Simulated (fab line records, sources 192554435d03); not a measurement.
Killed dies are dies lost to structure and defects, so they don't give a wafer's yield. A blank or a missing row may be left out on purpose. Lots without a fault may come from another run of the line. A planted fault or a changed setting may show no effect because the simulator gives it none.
Split-lot experiment | flow n5_finfet | 7 lots, 21 wafers read, on a route of 1938 steps

THE SPLIT
At N5_BEOL_M14_ILD_DEP_00 (deposits SiO2 from TEOS/O2, target thk 1119.3 nm, time 237.4 s), the setting time_s was moved away from the recipe's 237.4 s on 7 of the 21 wafers read, by -12.0% to +12.0%. The other wafers ran this setting at the recipe's value.

The file shows no step between the split and the reading.

THE READING
M14_ILD_THK, in nm, at N5_BEOL_M14_THK_MEAS_01. Fault-free wafers of this fab line usually give 1118 nm, standard deviation 18 nm.

wafer  | tool, chamber at the split | time_s as run, s | against the recipe | M14_ILD_THK, nm | against lot-mates on the recipe
L074.2 | pecvd-01, 0                | 237.4            | recipe             | 1124            | -
L074.4 | pecvd-01, 2                | 213.2            | -10.2%             | 1026            | -102
L074.5 | pecvd-01, 0                | 237.4            | recipe             | 1132            | -
L079.1 | pecvd-03, 1                | 237.4            | recipe             | 1131            | -
L079.2 | pecvd-03, 0                | 237.4            | recipe             | 1105            | -
L079.5 | pecvd-03, 2                | 237.4            | recipe             | 1154            | -
L084.4 | pecvd-03, 0                | 237.4            | recipe             | 1127            | -
L084.5 | pecvd-03, 2,1              | 208.9            | -12.0%             | 1006            | -121
L084.6 | pecvd-03, 2,1              | 208.9            | -12.0%             | 1006            | -121
L086.4 | pecvd-03, 0                | 237.4            | recipe             | 1119            | -
L086.5 | pecvd-03, 1                | 237.4            | recipe             | 1139            | -
L086.6 | pecvd-03, 2                | 266              | +12.0%             | 1282            | +153
L093.1 | pecvd-01, 1                | 237.4            | recipe             | 1085            | -
L093.4 | pecvd-01, 1                | 237.4            | recipe             | 1104            | -
L093.5 | pecvd-01, 2                | 237.4            | recipe             | 1112            | -
L089.3 | pecvd-03, 2                | 249.2            | +5.0%              | 1157            | no lot-mate on the recipe
L089.4 | pecvd-03, 1                | 249.2            | +5.0%              | 1187            | no lot-mate on the recipe
L089.6 | pecvd-03, 0                | 249.2            | +5.0%              | 1171            | no lot-mate on the recipe
L096.1 | pecvd-03, 1                | 237.4            | recipe             | 1116            | -
L096.2 | pecvd-03, 0                | 237.4            | recipe             | 1107            | -
L096.6 | pecvd-03, 2                | 237.4            | recipe             | 1132            | -
Where a row lists several chambers, the file gives one row for several wafers and doesn't say which wafer went through which chamber.

THE FIT
A straight line over all 21 wafers: M14_ILD_THK changes by +10.5 nm for each +1% of time_s; r = +0.96; the points scatter about the line by 18 nm.
The same after taking each lot's own level away (the mean of its wafers on the recipe; 18 wafers): +10.9 nm for each +1%; r = +0.98; scatter 13 nm.
On that fit, the largest move of time_s shifts the reading by 1.3e+02 nm.
The lots' own levels span 1100.3 to 1130.0 nm, that is 1.6 times the standard deviation above.
So the lot-to-lot level changes the slope little: the two slopes agree.
Check: with one of the wafers moved furthest among these (+12.0%) left out of the fit, the line predicts +121 nm for it against its lot-mates. It came out at +153 nm against them.

OTHER SPLITS ON THESE WAFERS
These wafers also went through other splits before the reading. Each is held against what the fit with the lots' levels taken away leaves over:
other split on the same wafers    | wafers away from the commonest value | r with M14_ILD_THK (lot level and that fit taken away)
N5_BEOL_M5_HM_DEP_02 target_thk_a | 3                                    | -0.07
N5_BEOL_M5_COAT_71 spin_rpm       | 5                                    | -0.10
N5_BEOL_M6_TRENCH_ETCH_37 bias_w  | 7                                    | +0.03
N5_BEOL_M7_VIA_ETCH_34 source_w   | 8                                    | -0.32
N5_BEOL_M8_COAT_60 spin_rpm       | 5                                    | -0.24
N5_BEOL_M9_CMP_52 down_force_psi  | 6                                    | -0.23
N5_BEOL_M10_VIA_ETCH_34 time_s    | 8                                    | +0.06
N5_BEOL_M10_ETCH_41 source_w      | 5                                    | +0.38

THE WHOLE CHAIN: every reading that the file lists as answering this split, in the file's order
step                    | what it does                                                   | reading                                                                             | change (the file's fit)            | r (the file's)
N5_BEOL_M14_ILD_DEP_00  | deposits SiO2 from TEOS/O2, target thk 1119.3 nm, time 237.4 s | SiO2_of_BEOL_M14_ILD_DEP_00.thk_nm (the simulator's own value, which no gauge read) | +11 nm for each +1% of the setting | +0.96
N5_BEOL_M14_THK_MEAS_01 |                                                                | M14_ILD_THK                                                                         | +11 for each +1% of the setting    | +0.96

THE FILE'S OWN FIT
M14_ILD_THK changes by +11 nm for each +1% of time_s, r = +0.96.
